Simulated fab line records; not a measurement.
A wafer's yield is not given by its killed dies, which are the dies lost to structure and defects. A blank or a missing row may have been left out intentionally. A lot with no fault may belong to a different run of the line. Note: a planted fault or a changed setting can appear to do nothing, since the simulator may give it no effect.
Split-lot study -- flow n5_finfet -- 39 wafers read from 7 lots, route of 1938 steps

## SPLIT DETAILS
At N5_DUMMY_GATE_ETCH_31 (etches SiO2 in C4F6/O2, target depth 82.5 nm, time 27.5 s), the setting target_depth_a was moved away from the recipe's 825 angstrom on 15 of the 39 wafers read, by -12.7% to +3.9%. All remaining wafers had this setting at the recipe value.

The reading is taken at the split's own step.

## THE READING
SOC_of_DUMMY_GATE_COAT_34.thk_nm (the simulator's own value, which no gauge read), in nm, at N5_DUMMY_GATE_ETCH_31 (etches SiO2 in C4F6/O2, target depth 82.5 nm, time 27.5 s). No usual value for it is given in the file. Here, 24 wafers ran the recipe; their average is 51.8 nm with a standard deviation of 0.37 nm.

wafer,"tool, chamber at the split","target_depth_a as run, angstrom",against the recipe,"SOC_of_DUMMY_GATE_COAT_34.thk_nm, nm",against lot-mates on the recipe
L074.1,"rie_diel-01, 2",825,recipe,51.8,-
L074.2,"rie_diel-01, 1",785,-4.8%,52.6,+0.7
L074.3,"rie_diel-01, 0",825,recipe,52,-
L074.4,"rie_diel-01, 1",785,-4.8%,52.4,+0.5
L074.5,"rie_diel-01, 2",785,-4.8%,52.4,+0.5
L074.6,"rie_diel-01, 0",825,recipe,52,-
L077.1,"rie_diel-05, 3",825,recipe,52,-
L077.2,"rie_diel-05, 1",825,recipe,51.4,-
L077.3,"rie_diel-05, 0",825,recipe,51.6,-
L077.4,"rie_diel-05, 2",825,recipe,51.4,-
L077.5,"rie_diel-05, 0",825,recipe,51.6,-
L077.6,"rie_diel-05, 1",825,recipe,51.4,-
L085.1,"rie_diel-01, 2",825,recipe,51.4,-
L085.2,"rie_diel-01, 3",825,recipe,51.2,-
L085.3,"rie_diel-01, 0",731.6,-11.3%,52.4,+1.0
L085.4,"rie_diel-01, 1",731.6,-11.3%,52.8,+1.4
L085.5,"rie_diel-01, 0",731.6,-11.3%,52.4,+1.0
L085.6,"rie_diel-01, 1",825,recipe,51.6,-
L088.1,"rie_diel-01, 0",825,recipe,52,-
L088.2,"rie_diel-01, 1",825,recipe,51.8,-
L088.3,"rie_diel-01, 2",825,recipe,51.6,-
L088.4,"rie_diel-01, 3",720.1,-12.7%,52.8,+1.0
L088.5,"rie_diel-01, 1",720.1,-12.7%,53,+1.2
L088.6,"rie_diel-01, 2",720.1,-12.7%,52.8,+1.0
L090.1,"rie_diel-05, 3",825,recipe,52.4,-
L090.2,"rie_diel-05, 0",857.3,+3.9%,51.6,-0.3
L090.3,"rie_diel-05, 2",825,recipe,51.6,-
L090.4,"rie_diel-05, 1",857.3,+3.9%,51.2,-0.7
L090.5,"rie_diel-05, 2",825,recipe,51.6,-
L090.6,"rie_diel-05, 3",857.3,+3.9%,51.8,-0.1
L092.1,"rie_diel-02, 0",730.7,-11.4%,53,+0.5
L092.2,"rie_diel-02, 1",825,recipe,52.6,-
L092.3,"rie_diel-02, 2",730.7,-11.4%,53.2,+0.7
L092.4,"rie_diel-02, 1",825,recipe,52.6,-
L092.5,"rie_diel-02, 2",730.7,-11.4%,53.4,+0.9
L092.6,"rie_diel-02, 0",825,recipe,52.2,-
L095.1,"rie_diel-02, 0",825,recipe,51.8,-
L095.2,"rie_diel-02, 3",825,recipe,52,-
L095.6,"rie_diel-02, 3",825,recipe,51.8,-

THE FIT
A straight line over all 39 wafers: SOC_of_DUMMY_GATE_COAT_34.thk_nm changes by -0.0892 nm for each +1% of target_depth_a; r = -0.81; the points scatter about the line by 0.35 nm.
The same after taking each lot's own level away (the mean of its wafers on the recipe; 39 wafers): -0.0836 nm for each +1%; r = -0.90; scatter 0.22 nm.
That fit puts the effect of the largest move of target_depth_a on the reading at 1.1 nm.
The lots' own levels span 51.40 to 52.47 nm, that is 2.9 times the standard deviation above.
So the lot-to-lot level changes the slope little: the two slopes agree.
Check: +1.08 nm against its lot-mates is what the line predicts for one of the wafers moved furthest among these (-12.7%) when that wafer is left out of the fit. It came out at +1 nm against them.

## THE OTHER SPLITS THESE WAFERS WENT THROUGH
These wafers also went through other splits before the reading. Each is held against what the fit with the lots' levels taken away leaves over:
other split on the same wafers,wafers away from the commonest value,r with SOC_of_DUMMY_GATE_COAT_34.thk_nm (lot level and that fit taken away)
N5_FIN_SAQP_HM_DEP_03 target_thk_a,9,+0.03
N5_FIN_SAQP_ETCH_65 time_s,15,-0.10
N5_FIN_SAQP_MANDREL_ETCH_58 icp_w,18,+0.11

## THE WHOLE CHAIN: every reading that the file lists as answering this split, in the file's order
step,what it does,reading,change (the file's fit),r (the file's)
N5_DUMMY_GATE_ETCH_31,"etches SiO2 in C4F6/O2, target depth 82.5 nm, time 27.5 s","etch.depth_nm (the simulator's own value, which no gauge read)",+0.816 nm for each +1% of the setting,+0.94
N5_DUMMY_GATE_ETCH_31,"etches SiO2 in C4F6/O2, target depth 82.5 nm, time 27.5 s","SOC_of_DUMMY_GATE_COAT_34.thk_nm (the simulator's own value, which no gauge read)",-0.0842 nm for each +1% of the setting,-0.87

## FILE'S OWN FIT
SOC_of_DUMMY_GATE_COAT_34.thk_nm changes by -0.0842 nm for each +1% of target_depth_a, r = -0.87.
